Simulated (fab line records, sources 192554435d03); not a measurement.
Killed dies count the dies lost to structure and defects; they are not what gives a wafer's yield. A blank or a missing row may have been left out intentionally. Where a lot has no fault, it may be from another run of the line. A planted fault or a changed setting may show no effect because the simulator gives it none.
fab line records    flow n5Finfet    part 2 of 2: steps 27 to 32 of 32
[record] lots = 5  wafers = 15  lastDay = 17
route steps=1938 shown BEOL_M11@1590 BEOL_M12@1602
lots untouched by any fault: they come from a run of this same line in which no faults occurred
startH: the number of hours between the record's first day and the start of the first shown wafer of the lot    waitH: how many hours have passed since the lot's step before this one    " as in the row above    L1.1+2: a single row standing in for several wafers    - no value, or no start given    * or withheld: withheld    < > ~ a bound
route shown NAME@n: NAME is a module with steps in the file, n the number in the route of the first one    usual: the fault-free wafers' mean and standard deviation    same: alike in all rows    chamber/n: place in a boat    sites: each site's reading    _std_site: how widely they spread, as a standard deviation    _edge_site: mean of outer sites minus mean of inner sites    radiusMm: how far each site lies from the wafer's centre    mask NAME#n: copy n    behind: the last tool/chamber to shape the wafer    hold: why the lot was held/for how many hours/how that ended    device: whichever transistor did not switch (one of n, p or np)    end of line: tests of these same wafers at the route's end    where a step has no rows: the recipe by itself    killed: the dies lost at the first sort to structure and to defects; this is not the yield of the wafer    map: the dies of a wafer, with x for killed, . for not killed, _ for no die there
set.NAME: setting as actually run; set.NAME@STEP: the setting as run at that earlier step    model.NAME: the simulator's own value behind a step, which no gauge read
certain route steps with their lots: each step a table, each wafer a row
services: from which hour (startH, from the record's first day; less than 0 if before it) a tool's chamber was out of use, for how many hours, and why
[[steps]]
[step N5_BEOL_M12_ETCH_59]
[recipe] chemistry = N2/H2  target = BARC  targetDepthA = 890  overetchA = 267  timeS = 67.9  ionEnergyEv = 200  pressureMtorr = 30  sourceW = 840  biasW = 150  n2FlowSccm = 200  h2FlowSccm = 200
[usual] chamberPressureMTorr = 29.999/0.026  drypumpMotorCurrentA = 5.7/0.43  h2FlowSccm = 200.0/0.58  n2FlowSccm = 200.0/0.61  oesProductAu = 0.68/0.083  rfVppV = 522.3/1.2  showerheadPlenumPTorr = 2.49/0.036  throttleValvePct = 17.86/0.26
lot.wafer  tool        chamber  startH  waitH  chamberPressureMTorr  drypumpMotorCurrentA  h2FlowSccm  n2FlowSccm  oesProductAu  rfHoursCounterH  rfVppV  showerheadPlenumPTorr  throttleValvePct
L075.4     rieDiel-02  1        239.48  0.0    30.000                6.1                   198.3       200.1       0.60          181              523.3   2.54                   17.79
L075.5     "           0        "       "      29.979                5.7                   200.2       200.1       0.66          -                521.2   2.44                   17.84
L075.6     "           1        "       "      30.000                6.1                   199.6       199.9       0.61          -                524.4   2.54                   17.78
L079.1     rieDiel-01  0        268.27  0.0    30.056                6.5                   199.9       199.8       0.71          78               523.0   2.48                   17.52
L079.3     "           3        "       "      29.944                4.8                   200.3       199.9       0.61          232              523.5   2.51                   18.18
L079.5     "           1        "       "      29.991                5.8                   200.4       201.2       0.82          -                523.0   2.50                   17.62
L083.1     rieDiel-05  1        301.09  0.0    29.986                6.0                   199.8       200.1       0.75          34               523.4   2.47                   17.48
L083.3     "           0        "       "      29.987                5.1                   199.4       199.4       0.78          18               523.2   2.50                   17.53
L083.4     "           0        "       "      30.020                5.1                   200.3       199.2       0.78          -                522.0   2.50                   17.53
L091.2     rieDiel-02  1        336.57  0.0    30.023                6.1                   200.8       201.3       0.58          217              523.5   2.53                   17.84
L091.3     "           3        "       "      29.982                6.1                   199.9       199.0       0.62          171              522.9   2.54                   17.85
L091.5     "           1        "       "      29.964                6.1                   200.8       200.7       0.58          -                523.0   2.53                   17.83
L096.4     rieDiel-01  1        371.00  0.0    30.033                5.7                   200.2       201.0       0.75          48               521.9   2.48                   17.71
L096.5     "           0        "       "      29.965                6.5                   199.9       200.1       0.67          -                521.2   2.46                   17.58
L096.6     "           3        "       "      29.948                4.8                   200.5       200.5       0.79          -                522.1   2.50                   17.82
[step N5_BEOL_M12_VIA_ETCH_16]
[recipe] chemistry = C4F8/O2/Ar  target = SiOC  pressureMtorr = 30  sourceW = 3000  biasW = 700  Ar_flow_sccm = 400  C4F8_flow_sccm = 15  O2_flow_sccm = 8  heInnerTorr = 15  heOuterTorr = 30  targetDepthA = 7248  timeS = withheld  ionEnergyEv = 250  ends = cleared
[usual] chamberPressureMTorr = 30.003/0.028  drypumpMotorCurrentA = 5.7/0.43  oesProductAu = 0.72/0.093  rfVppV = 663.5/1.5  showerheadPlenumPTorr = 3.35/0.045  throttleValvePct = 24.18/0.27
lot.wafer  tool        chamber  startH  waitH  chamberPressureMTorr  drypumpMotorCurrentA  oesProductAu  rfVppV  showerheadPlenumPTorr  throttleValvePct
L075.4     rieDiel-02  1        239.53  0.0    30.007                6.1                   0.64          664.8   3.40                   23.98
L075.5     "           0        "       "      30.041                5.6                   0.70          661.3   3.30                   24.26
L075.6     "           1        "       "      29.950                6.1                   0.64          666.6   3.40                   23.99
L079.1     rieDiel-01  0        268.32  0.0    30.027                6.5                   0.75          662.7   3.33                   23.80
L079.3     "           3        "       "      30.047                4.8                   0.64          663.7   3.38                   24.45
L079.5     "           1        "       "      30.022                5.7                   0.89          664.7   3.35                   23.90
L083.1     rieDiel-05  1        301.15  0.0    30.017                6.0                   0.79          663.7   3.35                   23.93
L083.3     "           0        "       "      29.991                5.1                   0.83          663.4   3.35                   23.81
L083.4     "           0        "       "      29.992                5.1                   0.83          662.2   3.35                   23.85
L091.2     rieDiel-02  1        336.62  0.0    30.018                6.1                   0.60          664.8   3.38                   24.02
L091.3     "           3        "       "      29.986                6.1                   0.65          665.5   3.41                   24.15
L091.5     "           1        "       "      29.992                6.2                   0.61          662.6   3.38                   24.01
L096.4     rieDiel-01  1        371.05  0.0    29.975                5.8                   0.79          662.3   3.33                   23.97
L096.5     "           0        "       "      29.935                6.6                   0.72          661.9   3.30                   23.85
L096.6     "           3        "       "      29.955                4.8                   0.85          664.6   3.36                   24.18
[step N5_BEOL_M12_STRIP_63]
[recipe] chemistry = N2/H2  powerW = 1000  tempC = 250  h2Frac = 0.65  overashFraction = 0.3  pressureMtorr = 1000  n2FlowSccm = 1750  h2FlowSccm = 3250
[usual] chamberPressureMTorr = 1000.0/0.91  drypumpMotorCurrentA = 5.8/0.42  h2FlowSccm = 3251/10  heaterPowerW = 340/37  n2FlowSccm = 1750/5.3  oesProductAu = 0.693/0.0047  stripTimeToEndpointS = 42.8/0.86
lot.wafer  tool            chamber  startH  waitH  chamberPressureMTorr  drypumpMotorCurrentA  h2FlowSccm  heaterPowerW  n2FlowSccm  oesProductAu  rfHoursCounterH  stripTimeToEndpointS
L075.4     plasmaAsher-02  1        239.75  -      999.6                 5.3                   3232        294           1744        0.690         -                44.1
L075.5     "               0        "       "      1001.0                5.4                   3254        341           1744        0.697         -                42.4
L075.6     "               1        "       "      1002.6                5.2                   3232        288           1743        0.700         -                42.8
L079.1     plasmaAsher-02  1        268.53  -      998.5                 5.2                   3246        281           1746        0.697         73               43.4
L079.3     "               0        "       "      1001.2                5.4                   3249        342           1749        0.685         -                43.1
L079.5     "               1        "       "      1000.6                5.2                   3258        292           1748        0.696         -                42.0
L083.1     plasmaAsher-01  1        301.35  -      999.5                 5.6                   3250        395           1749        0.695         126              43.0
L083.3     "               1        "       "      1000.9                5.6                   3259        394           1751        0.699         -                43.7
L083.4     "               0        "       "      1000.5                6.3                   3265        316           1748        0.691         -                41.8
L091.2     plasmaAsher-01  1        337.01  -      999.7                 5.6                   3244        390           1749        0.692         134              42.5
L091.3     "               0        "       "      998.3                 6.4                   3262        316           1752        0.693         -                42.1
L091.5     "               1        "       "      1000.6                5.6                   3243        388           1752        0.685         -                41.9
L096.4     plasmaAsher-02  1        371.27  -      999.9                 5.2                   3239        285           1744        0.696         -                41.7
L096.5     "               0        "       "      1000.5                5.4                   3251        337           1760        0.689         -                42.3
L096.6     "               1        "       "      998.7                 5.2                   3250        285           1746        0.695         -                42.2
[step N5_BEOL_M12_STRIP_64]
[recipe] chemistry = N2/H2  powerW = 1000  tempC = 250  h2Frac = 0.65  overashFraction = 0.3  pressureMtorr = withheld  n2FlowSccm = 1750  h2FlowSccm = 3250
[usual] drypumpMotorCurrentA = 5.8/0.41  h2FlowSccm = 3251/9.4  heaterPowerW = 340/37  n2FlowSccm = 1751/5.1  oesProductAu = 0.715/0.0045  stripTimeToEndpointS = 31.32/0.076
lot.wafer  tool            chamber  startH  waitH  drypumpMotorCurrentA  h2FlowSccm  heaterPowerW  n2FlowSccm  oesProductAu  rfHoursCounterH  stripTimeToEndpointS
L075.4     plasmaAsher-02  1        239.81  0.0    5.2                   3255        285           1745        0.714         -                31.37
L075.5     "               0        "       "      5.4                   3258        347           1746        0.722         -                31.37
L075.6     "               1        "       "      5.2                   3247        285           1748        0.713         -                31.38
L079.1     plasmaAsher-02  1        268.59  0.0    5.2                   3250        291           1751        0.711         73               31.39
L079.3     "               0        "       "      5.4                   3244        344           1752        0.720         -                31.39
L079.5     "               1        "       "      5.2                   3247        289           1751        0.715         -                31.43
L083.1     plasmaAsher-01  1        301.41  0.0    5.6                   3253        386           1755        0.718         126              31.37
L083.3     "               1        "       "      5.6                   3250        388           1757        0.707         -                31.39
L083.4     "               0        "       "      6.3                   3252        317           1752        0.715         -                31.39
L091.2     plasmaAsher-01  1        337.07  0.0    5.6                   3257        381           1746        0.710         134              31.23
L091.3     "               0        "       "      6.3                   3250        320           1752        0.717         -                31.32
L091.5     "               1        "       "      5.6                   3265        386           1747        0.709         -                31.30
L096.4     plasmaAsher-02  1        371.33  0.0    5.2                   3260        288           1750        0.713         -                31.36
L096.5     "               0        "       "      5.5                   3257        350           1762        0.716         -                31.30
L096.6     "               1        "       "      5.2                   3265        283           1755        0.717         -                31.21
[step N5_BEOL_M12_STRIP_71]
[recipe] chemistry = postEtchResidueRemover  timeS = 60  tempC = 25  removerPh = withheld  removerWaterWtPct = withheld  removerFluorideWtPct = withheld
lot.wafer   tool         chamber  startH  waitH
L075.4+5+6  wetBench-03  2,7,5    239.87  0.0
L079.1+3+5  wetBench-06  6,2,5    268.68  0.1
L083.1+3+4  wetBench-03  1,4,2    301.49  0.1
L091.2+3+5  wetBench-06  1,3,2    337.16  0.1
L096.4+5+6  wetBench-04  3,5,2    371.40  0.0
[step N5_BEOL_M12_SRD_72]
[recipe] timeS = 30  tempC = 23  rinseLiquid = diw  dry = n2Spin  spinRpm = 1500  dryTimeS = 30
[usual] doSupplyPpb = 10.01/0.1
lot.wafer  tool         chamber  startH  waitH  doSupplyPpb
L075.4     wetBench-03  2        239.91  0.0    9.96
L075.5     "            7        "       "      9.94
L075.6     "            5        "       "      9.90
L079.1     wetBench-06  6        268.70  0.0    9.89
L079.3     "            2        "       "      9.81
L079.5     "            5        "       "      10.00
L083.1     wetBench-03  1        301.51  0.0    10.03
L083.3     "            4        "       "      9.86
L083.4     "            2        "       "      10.07
L091.2     wetBench-06  1        337.18  0.0    10.05
L091.3     "            3        "       "      10.02
L091.5     "            2        "       "      9.99
L096.4     wetBench-04  3        371.42  0.0    10.05
L096.5     "            5        "       "      9.97
L096.6     "            2        "       "      10.03
[[services]]
tool            chamber  startH  hours  kind
rieDiel-05      3        217.36  2.8    repair
rieDiel-01      1        226.12  7.0    repair
krfScanner-02   -        232.72  1.0    pm
aldMetal-04     1        235.12  6.6    repair
krfScanner-01   -        240.75  0.8    pm
krfScanner-01   -        256.42  1.3    pm
pecvd-01        -        256.49  0.9    repair
cmp-03          -        269.07  4.0    pm
rieDiel-05      -        271.96  10.0   pm
aldMetal-04     3        273.42  4.0    repair
cmp-03          -        290.07  0.6    repair
rieDiel-05      3        292.57  28.2   repair
rieDiel-05      -        311.93  2.8    pm
plasmaAsher-01  -        312.49  4.4    repair
pvdSputter-03   -        316.18  2.9    repair
rieDiel-05      3        321.20  7.7    repair
aldMetal-04     2        322.90  7.5    repair
plasmaAsher-02  -        324.69  9.6    repair
aldMetal-03     -        337.30  14.0   pm
wetBench-03     -        339.22  2.1    repair
rieDiel-01      3        343.36  5.8    repair
krfScanner-01   -        345.71  1.0    pm
rtpAnneal-02    -        349.02  1.1    pm
krfScanner-02   -        354.70  1.3    pm
